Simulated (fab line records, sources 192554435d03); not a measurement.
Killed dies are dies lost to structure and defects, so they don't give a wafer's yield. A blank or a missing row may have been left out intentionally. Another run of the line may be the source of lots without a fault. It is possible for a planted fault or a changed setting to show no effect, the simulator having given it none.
fab line records + flow n5-finfet + part 1 of 2: steps 1 to 6 of 7
record:
- lots: 7
- wafers: 21
- last-day: 17
route steps=1938 shown BEOL_M5@1160 BEOL_M15@1830 PASSIVATION@1936
lots with no fault: from the same line, run without faults
start-h: the number of hours between the record's first day and the start of the first shown wafer of the lot + wait-h: how many hours have passed since the lot's step before this one + " same as the row above + L1.1+2: a row that stands for several wafers + - value missing, or start not given + * or withheld: withheld + < > ~ a bound
route shown NAME@n: names a module that has steps shown in the file, with the first one's number in the route + usual: mean/standard deviation of fault-free wafers + same: alike in all rows + chamber/n: place in a boat + sites: the reading at each site + _std_site: standard deviation of those values + _edge_site: the outer-site mean with the inner-site mean subtracted + radius-mm: how far each site lies from the wafer's centre + mask NAME#n: copy n + behind: the most recent tool/chamber to have shaped the wafer + hold: reason for holding the lot/hours on hold/outcome of the hold + device: the n, p or np transistor that did not switch + end of line: the tests these same wafers got at the end of their route + where a step has no rows: the recipe by itself + killed: not the wafer's yield, but the dies lost to structure and defects at the first sort + map: a wafer's dies, marking killed ones x, the rest . and places with no die _
set.NAME: setting as actually run; set.NAME@STEP: the setting as run at that earlier step + model.NAME: the simulator's own value behind a step, which no gauge read
route steps across a sampled set of lots; one table per step, one row per wafer
services: a tool's chamber out of use, with start hour (start-h, from the record's first day; less than 0 if before it), hours out, and reason
== steps ==
step: N5_BEOL_M5_TRENCH_ETCH_37
recipe:
- chemistry: C4F6/O2
- target-depth-a: 716.52
- target: SiCOH_lowk
- time-s: 24.7
- ion-energy-ev: 250
- pressure-mtorr: 30
- source-w: 345
- bias-w: 185
- Ar_flow_sccm: 300
- C4F6_flow_sccm: 10
- O2_flow_sccm: 10
usual:
- bias-w: 185.0/0.55
- drypump-motor-current-A: 5.8/0.42
- oes-product-au: 0.79/0.072
- rf-fwd-power-W: 339.8/2.2
- rf-vpp-V: 663/6.4
- showerhead-plenum-p-Torr: 2.86/0.062
- throttle-valve-pct: 20.85/0.27
| lot.wafer | tool        | chamber | start-h | wait-h | bias-w | drypump-motor-current-A | oes-product-au | rf-fwd-power-W | rf-hours-counter-h | rf-vpp-V | showerhead-plenum-p-Torr | throttle-valve-pct |
|-----------|-------------|---------|---------|--------|--------|-------------------------|----------------|----------------|--------------------|----------|--------------------------|--------------------|
| L195.3    | rie-diel-01 | 2       | -       | -      | 185.9  | 5.7                     | 0.84           | 342.8          | 58                 | 673      | 2.77                     | 20.56              |
| L195.4    | "           | 1       | "       | "      | 185.2  | 5.7                     | 0.84           | 338.9          | -                  | 677      | 2.89                     | 20.87              |
| L195.6    | "           | 0       | "       | "      | 184.5  | 5.6                     | 0.77           | 336.0          | -                  | 662      | 2.86                     | 20.91              |
| L197.1    | rie-diel-05 | 0       | -       | -      | 184.8  | 5.7                     | 0.70           | 338.0          | 234                | 656      | 2.81                     | 21.28              |
| L197.5    | "           | 1       | "       | "      | 185.2  | 6.2                     | 0.79           | 337.7          | -                  | 664      | 2.87                     | 21.23              |
| L197.6    | "           | 2       | "       | "      | 184.4  | 5.0                     | 0.90           | 341.7          | -                  | 651      | 2.91                     | 20.37              |
| L199.4    | rie-diel-05 | 1       | -       | -      | 184.5  | 6.2                     | 0.79           | 334.8          | 108                | 664      | 2.87                     | 21.24              |
| L199.5    | "           | 2       | "       | "      | 184.3  | 5.0                     | 0.89           | 342.2          | -                  | 653      | 2.91                     | 20.37              |
| L199.6    | "           | 1       | "       | "      | 184.7  | 6.2                     | 0.79           | 335.9          | -                  | 663      | 2.87                     | 21.23              |
| L200.2    | rie-diel-05 | 2       | -       | -      | 185.2  | 5.0                     | 0.89           | 342.5          | 37                 | 652      | 2.91                     | 20.37              |
| L200.3    | "           | 3       | "       | "      | 185.1  | 5.5                     | 0.74           | 339.4          | 184                | 656      | 2.83                     | 21.40              |
| L200.6    | "           | 1       | "       | "      | 183.9  | 6.2                     | 0.80           | 334.9          | -                  | 664      | 2.87                     | 21.24              |
| L202.1    | rie-diel-03 | 1       | -       | -      | 184.5  | 6.2                     | 0.73           | 341.7          | 169                | 672      | 2.96                     | 20.91              |
| L202.2    | "           | 0       | "       | "      | 184.9  | 6.2                     | 0.77           | 340.9          | 140                | 663      | 2.74                     | 20.64              |
| L202.3    | "           | 3       | "       | "      | 185.4  | 6.3                     | 0.87           | 342.1          | 53                 | 662      | 2.89                     | 20.74              |
| L208.2    | rie-diel-01 | 3       | -       | -      | 186.1  | 5.2                     | 0.93           | 342.4          | 28                 | 664      | 2.90                     | 20.63              |
| L208.5    | "           | 1       | "       | "      | 184.9  | 5.7                     | 0.81           | 339.5          | -                  | 678      | 2.87                     | 20.92              |
| L208.6    | "           | 0       | "       | "      | 185.6  | 5.6                     | 0.74           | 336.7          | -                  | 660      | 2.85                     | 20.96              |
| L214.2    | rie-diel-03 | 2       | -       | -      | 185.1  | 5.4                     | 0.71           | 337.8          | 176                | 663      | 2.84                     | 20.91              |
| L214.4    | "           | 0       | "       | "      | 185.8  | 6.2                     | 0.74           | 340.9          | 169                | 662      | 2.73                     | 20.70              |
| L214.5    | "           | 0       | "       | "      | 184.6  | 6.2                     | 0.74           | 341.7          | -                  | 661      | 2.73                     | 20.68              |
step: N5_BEOL_M5_ETCH_41
recipe:
- chemistry: CH3F/O2
- target: SiCN
- target-depth-a: 315
- taper-deg: 2
- time-s: 56.7
- ion-energy-ev: 120
- mask-material: TiN
- pressure-mtorr: 30
- source-w: 395
- bias-w: 75
- Ar_flow_sccm: 150
- CH3F_flow_sccm: 30
- O2_flow_sccm: 20
usual:
- bias-w: 75.02/0.22
- drypump-motor-current-A: 5.8/0.42
- oes-product-au: 0.79/0.07
- rf-fwd-power-W: 391.5/1.8
- rf-vpp-V: 297.4/1.2
- showerhead-plenum-p-Torr: 2.01/0.046
- throttle-valve-pct: 16.25/0.27
| lot.wafer | tool        | chamber | start-h | wait-h | bias-w | drypump-motor-current-A | oes-product-au | rf-fwd-power-W | rf-hours-counter-h | rf-vpp-V | showerhead-plenum-p-Torr | throttle-valve-pct |
|-----------|-------------|---------|---------|--------|--------|-------------------------|----------------|----------------|--------------------|----------|--------------------------|--------------------|
| L195.3    | rie-diel-01 | 2       | -       | -      | 74.92  | 5.7                     | 0.86           | 393.2          | 58                 | 296.0    | 1.94                     | 15.98              |
| L195.4    | "           | 1       | "       | "      | 74.93  | 5.8                     | 0.84           | 391.2          | -                  | 298.2    | 2.03                     | 16.23              |
| L195.6    | "           | 0       | "       | "      | 74.89  | 5.6                     | 0.77           | 387.0          | -                  | 296.3    | 2.01                     | 16.34              |
| L197.1    | rie-diel-05 | 0       | -       | -      | 75.25  | 5.7                     | 0.69           | 389.8          | 234                | 295.3    | 1.97                     | 16.71              |
| L197.5    | "           | 1       | "       | "      | 74.71  | 6.2                     | 0.79           | 390.6          | -                  | 298.2    | 2.02                     | 16.57              |
| L197.6    | "           | 2       | "       | "      | 75.05  | 5.0                     | 0.90           | 393.1          | -                  | 297.8    | 2.05                     | 15.77              |
| L199.4    | rie-diel-05 | 1       | -       | -      | 74.99  | 6.2                     | 0.79           | 389.2          | 108                | 297.7    | 2.01                     | 16.59              |
| L199.5    | "           | 2       | "       | "      | 74.98  | 5.0                     | 0.87           | 393.3          | -                  | 297.0    | 2.05                     | 15.77              |
| L199.6    | "           | 1       | "       | "      | 74.98  | 6.2                     | 0.79           | 390.2          | -                  | 296.9    | 2.01                     | 16.60              |
| L200.2    | rie-diel-05 | 2       | -       | -      | 75.41  | 5.0                     | 0.88           | 394.0          | 37                 | 296.5    | 2.04                     | 15.78              |
| L200.3    | "           | 3       | "       | "      | 75.37  | 5.4                     | 0.73           | 391.2          | 184                | 298.2    | 1.98                     | 16.80              |
| L200.6    | "           | 1       | "       | "      | 75.04  | 6.2                     | 0.79           | 389.0          | -                  | 296.7    | 2.01                     | 16.59              |
| L202.1    | rie-diel-03 | 1       | -       | -      | 75.01  | 6.1                     | 0.73           | 392.7          | 169                | 298.9    | 2.08                     | 16.32              |
| L202.2    | "           | 0       | "       | "      | 74.95  | 6.2                     | 0.77           | 391.2          | 140                | 296.5    | 1.92                     | 16.10              |
| L202.3    | "           | 3       | "       | "      | 74.96  | 6.2                     | 0.87           | 392.3          | 53                 | 297.4    | 2.03                     | 16.12              |
| L208.2    | rie-diel-01 | 3       | -       | -      | 74.96  | 5.1                     | 0.93           | 392.7          | 28                 | 296.0    | 2.04                     | 16.01              |
| L208.5    | "           | 1       | "       | "      | 75.08  | 5.7                     | 0.81           | 390.6          | -                  | 298.1    | 2.02                     | 16.28              |
| L208.6    | "           | 0       | "       | "      | 75.44  | 5.6                     | 0.73           | 388.2          | -                  | 297.4    | 2.00                     | 16.38              |
| L214.2    | rie-diel-03 | 2       | -       | -      | 75.11  | 5.4                     | 0.73           | 390.2          | 176                | 297.3    | 1.99                     | 16.32              |
| L214.4    | "           | 0       | "       | "      | 75.14  | 6.2                     | 0.74           | 391.8          | 169                | 296.1    | 1.91                     | 16.14              |
| L214.5    | "           | 0       | "       | "      | 75.03  | 6.1                     | 0.75           | 391.4          | -                  | 295.1    | 1.91                     | 16.15              |
step: N5_BEOL_M5_STRIP_91
recipe:
- chemistry: N2/H2
- time-s: 10
- power-w: 450
- temp-c: 40
- pressure-mtorr: 20
- rf-frequency-hz: 6e+07
- bias-power-w: 7
- n2-flow-sccm: 200
- h2-flow-sccm: 200
usual:
- drypump-motor-current-A: 5.8/0.42
- oes-product-au: 0.79/0.071
- rf-vpp-V: 59.1/0.9
- showerhead-plenum-p-Torr: 2.55/0.059
- throttle-valve-pct: 23.5/0.35
| lot.wafer | tool        | chamber | start-h | wait-h | drypump-motor-current-A | oes-product-au | rf-hours-counter-h | rf-vpp-V | showerhead-plenum-p-Torr | throttle-valve-pct |
|-----------|-------------|---------|---------|--------|-------------------------|----------------|--------------------|----------|--------------------------|--------------------|
| L195.3    | rie-diel-01 | 2       | -       | -      | 5.7                     | 0.84           | 58                 | 59.4     | 2.47                     | 23.1               |
| L195.4    | "           | 1       | "       | "      | 5.7                     | 0.84           | -                  | 59.1     | 2.57                     | 23.5               |
| L195.6    | "           | 0       | "       | "      | 5.7                     | 0.77           | -                  | 59.7     | 2.55                     | 23.7               |
| L197.1    | rie-diel-05 | 0       | -       | -      | 5.7                     | 0.69           | 234                | 58.1     | 2.50                     | 23.8               |
| L197.5    | "           | 1       | "       | "      | 6.2                     | 0.80           | -                  | 58.9     | 2.55                     | 24.0               |
| L197.6    | "           | 2       | "       | "      | 5.0                     | 0.89           | -                  | 58.8     | 2.58                     | 22.8               |
| L199.4    | rie-diel-05 | 1       | -       | -      | 6.3                     | 0.78           | 108                | 59.4     | 2.55                     | 24.0               |
| L199.5    | "           | 2       | "       | "      | 5.0                     | 0.89           | -                  | 60.7     | 2.58                     | 22.8               |
| L199.6    | "           | 1       | "       | "      | 6.2                     | 0.79           | -                  | 59.6     | 2.55                     | 24.1               |
| L200.2    | rie-diel-05 | 2       | -       | -      | 5.0                     | 0.88           | 37                 | 58.4     | 2.58                     | 22.9               |
| L200.3    | "           | 3       | "       | "      | 5.4                     | 0.73           | 184                | 59.6     | 2.51                     | 23.9               |
| L200.6    | "           | 1       | "       | "      | 6.2                     | 0.80           | -                  | 59.8     | 2.55                     | 24.1               |
| L202.1    | rie-diel-03 | 1       | -       | -      | 6.1                     | 0.72           | 169                | 59.1     | 2.64                     | 23.8               |
| L202.2    | "           | 0       | "       | "      | 6.2                     | 0.77           | 140                | 57.5     | 2.44                     | 23.2               |
| L202.3    | "           | 3       | "       | "      | 6.2                     | 0.87           | 53                 | 59.8     | 2.59                     | 23.4               |
| L208.2    | rie-diel-01 | 3       | -       | -      | 5.1                     | 0.91           | 28                 | 58.1     | 2.60                     | 23.4               |
| L208.5    | "           | 1       | "       | "      | 5.8                     | 0.81           | -                  | 60.2     | 2.56                     | 23.6               |
| L208.6    | "           | 0       | "       | "      | 5.6                     | 0.74           | -                  | 57.3     | 2.54                     | 23.8               |
| L214.2    | rie-diel-03 | 2       | -       | -      | 5.5                     | 0.72           | 176                | 59.4     | 2.53                     | 23.8               |
| L214.4    | "           | 0       | "       | "      | 6.2                     | 0.75           | 169                | 58.5     | 2.43                     | 23.3               |
| L214.5    | "           | 0       | "       | "      | 6.2                     | 0.75           | -                  | 59.0     | 2.43                     | 23.3               |
step: N5_BEOL_M5_ALD_86
recipe:
- material: TaN
- target-thk-a: *
- temp-c: 275
- ald-precursor-family: PDMAT
- ald-co-reactant: NH3
- pressure-torr: 3
- carrier-flow-sccm: 1500
- pulse-time-s: 2
- purge-time-s: 3
- co-reactant-purge-time-s: 2
- co-reactant-pulse-time-s: 3
- ald-cycles: 30
- precursor-vessel-temp-c: 75
- precursor-vessel-pressure-torr: 26.25
- precursor-vessel-carrier-sccm: 1000
usual:
- ald-cycles: 30/0
- heater-power-w: 430/57
- susceptor-temp-C: 275.03/0.19
| lot.wafer | tool         | chamber | start-h | wait-h | ald-cycles | heater-power-w | susceptor-temp-C |
|-----------|--------------|---------|---------|--------|------------|----------------|------------------|
| L195.3    | ald-metal-03 | 2       | 188.32  | 0.1    | 30         | 444            | 275.12           |
| L195.4    | "            | 1       | "       | "      | 30         | 517            | 274.65           |
| L195.6    | "            | 1       | "       | "      | 30         | 509            | 274.88           |
| L197.1    | ald-metal-01 | 1       | 203.32  | 0.0    | 30         | 467            | 275.20           |
| L197.5    | "            | 1       | "       | "      | 30         | 454            | 275.18           |
| L197.6    | "            | 0       | "       | "      | 30         | 421            | 275.03           |
| L199.4    | ald-metal-03 | 3       | 222.07  | 0.0    | 30         | 426            | 275.08           |
| L199.5    | "            | 0       | "       | "      | 30         | 391            | 275.07           |
| L199.6    | "            | 1       | "       | "      | 30         | 509            | 275.50           |
| L200.2    | ald-metal-03 | 3       | 224.22  | 0.1    | 30         | 416            | 275.03           |
| L200.3    | "            | 2       | "       | "      | 30         | 433            | 274.59           |
| L200.6    | "            | 1       | "       | "      | 30         | 511            | 274.70           |
| L202.1    | ald-metal-01 | 1       | 242.10  | 0.1    | 30         | 451            | 275.06           |
| L202.2    | "            | 2       | "       | "      | 30         | 316            | 275.10           |
| L202.3    | "            | 3       | "       | "      | 30         | 432            | 274.90           |
| L208.2    | ald-metal-01 | 1       | 278.57  | 0.1    | 54         | 457            | 274.79           |
| L208.5    | "            | 2       | "       | "      | 54         | 309            | 275.00           |
| L208.6    | "            | 3       | "       | "      | 30         | 439            | 274.98           |
| L214.2    | ald-metal-03 | 0       | 305.76  | 0.1    | 30         | 389            | 275.26           |
| L214.4    | "            | 2       | "       | "      | 30         | 439            | 275.34           |
| L214.5    | "            | 2       | "       | "      | 30         | 440            | 275.27           |
step: N5_BEOL_M5_CMP_52
recipe:
- stop-on: SiCOH_lowk
- t-overpolish-s: 6.9
- down-force-psi: 1
- platen-rpm: 50
- clearing-platen-down-force-psi: 1.5
- clearing-platen-rpm: 50
- post-cmp-clean: cu-alkaline
- target-thk-nm: 62
- clearing-platen-pad-velocity-m-s: 0.99484
- pad-velocity-m-s: 0.99484
usual:
- barrier-field-endpoint-s: 24.8/0.42
- motor-current-A: 6.3/0.7
| lot.wafer | tool   | chamber | start-h | wait-h | barrier-field-endpoint-s | motor-current-A |
|-----------|--------|---------|---------|--------|--------------------------|-----------------|
| L195.4    | cmp-01 | 3       | 194.11  | 0.1    | 25.1                     | 6.1             |
| L195.3    | "      | 2       | "       | "      | 25.3                     | 5.5             |
| L195.6    | "      | 0       | "       | "      | 24.5                     | 5.8             |
| L197.1    | cmp-01 | 3       | 209.01  | 0.3    | 25.3                     | 5.8             |
| L197.6    | "      | 3       | "       | "      | 25.3                     | 5.7             |
| L197.5    | "      | 0       | "       | "      | 25.5                     | 6.0             |
| L199.4    | cmp-01 | 1       | 229.91  | 2.6    | 25.2                     | 6.7             |
| L199.6    | "      | 2       | "       | "      | 24.9                     | 5.0             |
| L199.5    | "      | 3       | "       | "      | 25.1                     | 6.2             |
| L200.2    | cmp-02 | 1       | 230.81  | 1.4    | 24.8                     | 6.2             |
| L200.3    | "      | 2       | "       | "      | 24.4                     | 6.3             |
| L200.6    | "      | 2       | "       | "      | 24.8                     | 6.2             |
| L202.2    | cmp-02 | 3       | 247.46  | 0.2    | 25.0                     | 7.7             |
| L202.1    | "      | 0       | "       | "      | 24.2                     | 7.0             |
| L202.3    | "      | 1       | "       | "      | 25.2                     | 6.2             |
| L208.2    | cmp-02 | 1       | 284.11  | 0.3    | 26.3                     | 6.5             |
| L208.6    | "      | 3       | "       | "      | 25.2                     | 7.7             |
| L208.5    | "      | 0       | "       | "      | 26.8                     | 7.0             |
| L214.4    | cmp-03 | 2       | 311.20  | 0.2    | 25.1                     | 6.0             |
| L214.2    | "      | 3       | "       | "      | 24.8                     | 6.1             |
| L214.5    | "      | 1       | "       | "      | 24.8                     | 6.3             |
step: N5_BEOL_M15_RC_MEAS_101
usual:
- COMB_M10: 1.4e-11/3.2e-12
- COMB_M11: 1.46e-11/2.9e-12
- COMB_M12: 6.4e-12/1.3e-12
- COMB_M13: 4.7e-12/1e-12
- COMB_M14: 3.6e-12/7.9e-13
- COMB_M15: 2.6e-12/5.1e-13
- COMB_M5: 3.6e-11/7.6e-12
- COMB_M6: 2.4e-11/4.9e-12
- COMB_M7: 2.5e-11/5e-12
- COMB_M8: 2.6e-11/5.5e-12
- COMB_M9: 1.5e-11/3.2e-12
- COMB_M9_max_site: 2.2e-11/5e-12
- SERP_M10: 3.06/0.068
- SERP_M11: 3.08/0.068
- SERP_M12: 0.629/0.014
- SERP_M13: 0.311/0.0052
- SERP_M14: 0.159/0.0031
- SERP_M5: 38.5/1.3
- SERP_M5_max_site: 40.1/1.5
- SERP_M6: 13.7/0.42
- SERP_M7: 13.8/0.45
- SERP_M8: 13.9/0.43
- SERP_M9: 3.09/0.075
| lot.wafer | tool      | chamber | start-h | wait-h | COMB_M10[S/m] | COMB_M11[S/m] | COMB_M12[S/m] | COMB_M13[S/m] | COMB_M14[S/m] | COMB_M15[S/m] | COMB_M5[S/m] | COMB_M6[S/m] | COMB_M7[S/m] | COMB_M8[S/m] | COMB_M9[S/m] | COMB_M9_max_site[S/m] | SERP_M10[ohm/um] | SERP_M11[ohm/um] | SERP_M12[ohm/um] | SERP_M13[ohm/um] | SERP_M14[ohm/um] | SERP_M5[ohm/um] | SERP_M5_max_site[ohm/um] | SERP_M6[ohm/um] | SERP_M7[ohm/um] | SERP_M8[ohm/um] | SERP_M9[ohm/um] |
|-----------|-----------|---------|---------|--------|---------------|---------------|---------------|---------------|---------------|---------------|--------------|--------------|--------------|--------------|--------------|-----------------------|------------------|------------------|------------------|------------------|------------------|-----------------|--------------------------|-----------------|-----------------|-----------------|-----------------|
| L195.3    | prober-02 | 0       | 273.43  | 0.3    | 1.7e-11       | 1.53e-11      | 7.9e-12       | 3.6e-12       | 3.2e-12       | 1.9e-12       | 2.9e-11      | 2.3e-11      | 2.9e-11      | 2.8e-11      | 1.6e-11      | 2.2e-11               | 3.05             | 3.13             | 0.605            | 0.301            | 0.161            | 38.4            | 39.7                     | 13.5            | 13.2            | 13.9            | 2.99            |
| L195.4    | "         | 0       | "       | "      | 1.4e-11       | 1.94e-11      | 5.2e-12       | 4e-12         | 3.5e-12       | 2.2e-12       | 2.4e-11      | 1.8e-11      | 2.5e-11      | 3.2e-11      | 1.6e-11      | 2e-11                 | 3.12             | 3.10             | 0.631            | 0.306            | 0.163            | 37.8            | 39.7                     | 13.8            | 13.1            | 14.8            | 3.03            |
| L195.6    | "         | 0       | "       | "      | 1.8e-11       | 1.61e-11      | 6.9e-12       | 3.5e-12       | 2.9e-12       | 1.9e-12       | 2.9e-11      | 2.7e-11      | 2.6e-11      | 3e-11        | 1.2e-11      | 2.5e-11               | 3.07             | 2.93             | 0.652            | 0.311            | 0.163            | 39.1            | 40.1                     | 13.6            | 13.0            | 14.0            | 3.04            |
| L197.1    | prober-01 | 0       | 288.37  | 0.0    | 2e-11         | 1.13e-11      | 6.7e-12       | 5.9e-12       | 3.9e-12       | 2.2e-12       | 3.1e-11      | 2.8e-11      | 2.3e-11      | 2.1e-11      | 1.9e-11      | 2.8e-11               | 2.93             | 3.08             | 0.619            | 0.312            | 0.159            | 39.2            | 40.3                     | 13.9            | 13.3            | 13.8            | 3.10            |
| L197.5    | "         | 0       | "       | "      | 1.2e-11       | 1.13e-11      | 8.2e-12       | 4.7e-12       | 5.4e-12       | 2.7e-12       | 2.8e-11      | 2.3e-11      | 2.8e-11      | 1.9e-11      | 1.3e-11      | 1.8e-11               | 2.95             | 3.02             | 0.608            | 0.311            | 0.160            | 39.4            | 40.8                     | 14.4            | 13.3            | 13.8            | 3.03            |
| L197.6    | "         | 0       | "       | "      | 1.3e-11       | 1.04e-11      | 7.3e-12       | 5.3e-12       | 4.1e-12       | 2e-12         | 2.1e-11      | 2.2e-11      | 2.8e-11      | 2e-11        | 1.8e-11      | 2.6e-11               | 3.09             | 3.02             | 0.614            | 0.309            | 0.159            | 37.6            | 38.8                     | 13.9            | 13.7            | 13.6            | 3.02            |
| L199.4    | prober-01 | 0       | 302.69  | 0.5    | 1.1e-11       | 1.42e-11      | 5.1e-12       | 4.1e-12       | 3.3e-12       | 3e-12         | 4.1e-11      | 1.7e-11      | 2.4e-11      | 3e-11        | 1.4e-11      | 2e-11                 | 3.13             | 3.06             | 0.633            | 0.315            | 0.156            | 40.4            | 41.4                     | 13.3            | 14.0            | 13.1            | 3.17            |
| L199.5    | "         | 0       | "       | "      | 1.3e-11       | 1.3e-11       | 6.4e-12       | 3.1e-12       | 5.4e-12       | 3.2e-12       | 3.6e-11      | 2.2e-11      | 2e-11        | 2e-11        | 1.6e-11      | 2.4e-11               | 2.98             | 3.12             | 0.620            | 0.312            | 0.158            | 39.2            | 39.8                     | 13.9            | 13.7            | 14.3            | 2.98            |
| L199.6    | "         | 0       | "       | "      | 1.4e-11       | 1.46e-11      | 5.5e-12       | 3.8e-12       | 3.3e-12       | 3e-12         | 3.9e-11      | 1.7e-11      | 2.5e-11      | 2.9e-11      | 1.5e-11      | 1.9e-11               | 3.07             | 3.05             | 0.621            | 0.310            | 0.156            | 40.0            | 41.4                     | 13.4            | 14.6            | 13.3            | 3.10            |
| L200.2    | prober-01 | 0       | 307.49  | 0.2    | 1.2e-11       | 1.41e-11      | 8.4e-12       | 5.2e-12       | 2.6e-12       | 2.8e-12       | 3.2e-11      | 2.1e-11      | 2e-11        | 2.8e-11      | 1.7e-11      | 3.4e-11               | 3.08             | 3.12             | 0.650            | 0.309            | 0.157            | 35.9            | 37.1                     | 13.8            | 13.8            | 13.5            | 2.96            |
| L200.3    | "         | 0       | "       | "      | 1.1e-11       | 1.14e-11      | 6.5e-12       | 3.8e-12       | 4.1e-12       | 2.3e-12       | 2.5e-11      | 2.7e-11      | 3.4e-11      | 3e-11        | 1.8e-11      | 2.5e-11               | 3.04             | 3.12             | 0.632            | 0.305            | 0.164            | 36.4            | 38.6                     | 14.0            | 13.8            | 14.1            | 3.01            |
| L200.6    | "         | 0       | "       | "      | 1.2e-11       | 1.28e-11      | 5.8e-12       | 3.9e-12       | 3.7e-12       | 2.8e-12       | 3.8e-11      | 2e-11        | 2.4e-11      | 2.9e-11      | 2.1e-11      | 2.3e-11               | 3.01             | 3.15             | 0.639            | 0.312            | 0.162            | 38.0            | 39.0                     | 14.8            | 14.6            | 13.6            | 3.07            |
| L202.1    | prober-02 | 0       | 319.80  | 0.0    | 1.4e-11       | 1.5e-11       | 4.4e-12       | 4e-12         | 4.9e-12       | 2e-12         | 3.7e-11      | 2.8e-11      | 2.1e-11      | 2.2e-11      | 1.6e-11      | 2.3e-11               | 2.96             | 3.17             | 0.623            | 0.318            | 0.161            | 39.6            | 40.6                     | 14.6            | 13.7            | 13.9            | 3.08            |
| L202.2    | "         | 0       | "       | "      | 2.1e-11       | 1.69e-11      | 6.5e-12       | 4.5e-12       | 4.1e-12       | 2.6e-12       | 2.9e-11      | 2.3e-11      | 2.3e-11      | 2.6e-11      | 1.3e-11      | 2.1e-11               | 3.02             | 3.04             | 0.636            | 0.310            | 0.161            | 40.8            | 41.7                     | 13.4            | 13.7            | 13.2            | 3.15            |
| L202.3    | "         | 0       | "       | "      | 1.3e-11       | 1.32e-11      | 6.8e-12       | 7.3e-12       | 4.3e-12       | 2.9e-12       | 3.7e-11      | 2.3e-11      | 2e-11        | 2.5e-11      | 1.5e-11      | 2.4e-11               | 3.13             | 3.11             | 0.632            | 0.316            | 0.160            | 39.6            | 41.0                     | 13.6            | 13.7            | 13.8            | 3.20            |
| L208.2    | prober-01 | 0       | 361.30  | 0.2    | 1.5e-11       | 1.49e-11      | 5.9e-12       | 5.2e-12       | 2.6e-12       | 2.5e-12       | 4e-11        | 4.3e-11      | 1.8e-11      | 2.2e-11      | 1.5e-11      | 1.8e-11               | 3.19             | 3.00             | 0.625            | 0.310            | 0.158            | 44.0            | 45.5                     | 13.9            | 14.3            | 14.7            | 3.07            |
| L208.5    | "         | 0       | "       | "      | 1.5e-11       | 1.56e-11      | 8.5e-12       | 4.6e-12       | 2.5e-12       | 2.3e-12       | 3e-11        | 2.8e-11      | 2.7e-11      | 1.6e-11      | 1.5e-11      | 2e-11                 | 3.01             | 3.09             | 0.609            | 0.312            | 0.157            | 46.6            | 48.4                     | 14.0            | 14.1            | 14.6            | 3.01            |
| L208.6    | "         | 0       | "       | "      | 1.4e-11       | 1.57e-11      | 7.9e-12       | 4.8e-12       | 3.7e-12       | 2.1e-12       | 4.3e-11      | 2.7e-11      | 2.4e-11      | 2.4e-11      | 1.7e-11      | 2.3e-11               | 3.08             | 3.15             | 0.609            | 0.310            | 0.160            | 37.1            | 38.3                     | 14.3            | 13.8            | 14.3            | 2.99            |
| L214.2    | prober-01 | 0       | 387.98  | 0.2    | 9e-12         | 1.81e-11      | 3.9e-12       | 4e-12         | 3e-12         | 2.3e-12       | 3.8e-11      | 2.6e-11      | 1.9e-11      | 2.8e-11      | 1.3e-11      | 2e-11                 | 3.11             | 3.28             | 0.627            | 0.300            | 0.158            | 41.5            | 42.7                     | 14.3            | 14.4            | 13.5            | 3.23            |
| L214.4    | "         | 0       | "       | "      | 1.6e-11       | 1.28e-11      | 4.6e-12       | 6.4e-12       | 2.8e-12       | 3e-12         | 4.2e-11      | 3.2e-11      | 2.4e-11      | 2.7e-11      | 1.1e-11      | 1.4e-11               | 3.04             | 3.17             | 0.639            | 0.314            | 0.165            | 41.3            | 42.5                     | 13.9            | 14.4            | 14.2            | 3.17            |
| L214.5    | "         | 0       | "       | "      | 1.7e-11       | 1.6e-11       | 7.9e-12       | 4.7e-12       | 3.8e-12       | 4.2e-12       | 3.2e-11      | 2.5e-11      | 1.8e-11      | 1.9e-11      | 1.1e-11      | 2e-11                 | 3.14             | 3.27             | 0.613            | 0.300            | 0.167            | 42.0            | 43.3                     | 14.0            | 14.3            | 13.7            | 3.24            |
sites SERP_M5 radius-mm=0,75,75,75,75,140,140,140,140
L195.3 39.5 39.7 39.5 38.4 39.5 36.3 36.5 36.9 37.0
L197.1 38.1 39.6 39.7 37.9 40.3 39.2 38.6 38.1 39.3
L199.4 40.4 41.4 40.0 41.4 40.3 40.5 40.4 40.2 40.4
L200.2 35.4 35.9 36.8 37.1 35.8 35.2 35.4 36.7 36.3
L202.1 40.2 39.6 40.3 40.5 39.5 37.8 40.6 39.1 38.1
L208.2 43.0 43.6 44.8 45.5 43.6 43.1 45.0 44.3 44.0
L214.2 42.7 41.5 41.9 42.2 41.6 37.4 37.9 37.8 37.8
== key ==
first-sign:
- step: N5_BEOL_M5_ALD_86
- reading: ald-cycles
- direction: up
- sigmas: 99+
- usual: *
- struck: *
effect:
- step: N5_BEOL_M5_CMP_52
- reading: barrier-field-endpoint-s
- direction: up
- sigmas: 4.3
- usual: 24.8
- struck: 26.6
effect:
- step: N5_BEOL_M15_RC_MEAS_101
- reading: SERP_M5
- direction: up
- sigmas: 5.1
- usual: 38.5
- struck: 45.3
met-at N5_BEOL_M5_ALD_86
struck-lots L208
struck-wafers L208.2,L208.5
not-acting-at N5_BEOL_M5_TRENCH_ETCH_37,N5_BEOL_M5_ETCH_41,N5_BEOL_M5_STRIP_91
onset-between 242.10 278.57
fault:
- kind: process-parameter-drift
- tool: ald-metal-01
- chamber: -
- onset-h: 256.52
- steps: N5_BEOL_M5_ALD_86
- channel: ald-cycles
- offset: *
- shape: step
- end-h: 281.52
- scope: struck-wafers-only
- acts-in: *
- stated: *
